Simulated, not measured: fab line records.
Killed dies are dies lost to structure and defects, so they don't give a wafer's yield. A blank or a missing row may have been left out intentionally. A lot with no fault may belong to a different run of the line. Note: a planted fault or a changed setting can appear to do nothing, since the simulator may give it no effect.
Problem report, 8D (eight disciplines) form, completed by code    flow n5 finfet    the parts of the form that need people (team, actions taken, sign-off) are left out

## 1. THE ISSUE
N5_BEOL_M3_CD_MEAS_28, cd nm: mean 19.35 nm on 3 wafers (1 lot); fault-free wafers 25.80 nm, standard deviation 0.24. Measured from the usual mean, that is -27 standard deviations.
The step: target cd 25.7 nm, target cd y 23.3 nm.
First seen on wafer L308.1, day 10 12:05, on cd sem-02. The record has a number at this step for 30 wafers belonging to 10 lots. Rule for "out", or "out of limits": more than 4 standard deviations from the usual mean. The rest of the wafers with a number are treated as sound.

## 2. WHAT IT IS; WHAT IT IS NOT
question                     is                      is not
which readings at this step  cd nm                   -
which lots                   L308                    L297, L298, L299, L300, L301, L302, L314, L315, L318
which wafers of those lots   all that have a number  -
read on which gauges         cd sem-02               cd sem-03
when                         from day 10 12:05       up to then (18 sound wafers); but 9 sound wafers of L314, L315, L318 came after

## 3. SUSPECTS, AND WHAT RULES EACH OUT
Counting: a tool at a process step up to the reading stays a suspect if it ran every lot that is out and no sound lot after the first of them.
- the gauge at N5_BEOL_M3_CD_MEAS_28: ruled out. All the wafers that are out were read on cd sem-02, but those of them that N5_BEOL_M3_EXPOSE_25 has rows for are out there too, on other tools.
- pecvd-02 at N5_BEOL_M2_DEP_57 (deposits SiCN from 3MS/NH3, target thk 8 nm, time 14 s): ruled out as a lasting fault. Following L308 (day 10 08:49), the first lot on it that is out, the sound lots L315, L318 were run on it.
- euv scanner-01 at N5_BEOL_M3_EXPOSE_25 (exposes mask V2, defocus 5 nm): kept. It ran the lot that is out, L308 (day 10 11:57), and no sound lot after that; its last sound lot up to then is L302 (day 8 21:17). Its own exposure dose mJ cm2 readings are out on those wafers.
Left after counting: euv scanner-01 at N5_BEOL_M3_EXPOSE_25.

## 4. THE CAUSE (what the simulator had put in)
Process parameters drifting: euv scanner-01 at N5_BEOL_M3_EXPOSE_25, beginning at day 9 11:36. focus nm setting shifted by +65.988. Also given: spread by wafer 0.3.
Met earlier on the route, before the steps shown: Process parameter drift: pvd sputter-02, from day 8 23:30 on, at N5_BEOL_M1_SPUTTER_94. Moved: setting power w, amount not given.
Only this tool survived the counting.

## 5. THE EFFECT CHAIN, in route order
Each row: a reading where the mean over the struck wafers with a number is more than 3 standard deviations away from the usual. Readings are gone through only where the record gives a usual standard deviation; hours: the median, over the lots, of the time from a lot's start at the first step in this table giving one to that lot's start at this step; sigmas: the change measured in usual standard deviations.
hours  step                     reading               usual     on struck wafers  change  sigmas
0      N5_BEOL_M3_EXPOSE_25     exposure dose mJ cm2  63.4      68.4              +5.0    +11
0      N5_BEOL_M3_CD_MEAS_28    cd nm                 25.80 nm  19.35             -6.45   -27
120    N5_PASSIVATION_PROBE_49  defect limited yield  91.3 %    21.6              -69.7   -46
120    N5_PASSIVATION_PROBE_49  killed_at_M0_to_M3    34        866               +832    +76
120    N5_PASSIVATION_PROBE_49  killed dies           102       925               +823    +46
120    N5_PASSIVATION_PROBE_49  killed on rim         13        140               +127    +34
120    N5_PASSIVATION_PROBE_49  sort_bin_5_function   5.1 %     75.7              +70.6   +71
120    N5_PASSIVATION_PROBE_49  sort n pass           1077      255               -822    -43
120    N5_PASSIVATION_PROBE_49  sort yield pct        91.3 %    21.6              -69.7   -44
Process steps it contains:
- N5_BEOL_M3_EXPOSE_25: exposes mask V2, defocus 5 nm.
- N5_PASSIVATION_PROBE_49
Later steps that measure or inspect, where all struck wafers having a row at the step show a number for every such reading and not one has moved that far: N5_BEOL_M4_RC_MEAS_101.

## 6. HOW IT WOULD HAVE BEEN CAUGHT EARLIER
In this record the first reading out of limits at a measuring or inspecting step was taken at day 10 12:05, 24 hours after the fault began at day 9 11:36.
Tool's own readings at N5_BEOL_M3_EXPOSE_25, exposure dose mJ cm2: out on all struck wafers the step has rows for; an alarm limit on them would have tripped on the first.
The start of N5_BEOL_M3_EXPOSE_25 on euv scanner-01 came by day 10 12:05 for every one of the lots that are out (1). Holding the tool at that point would not have protected any of them.
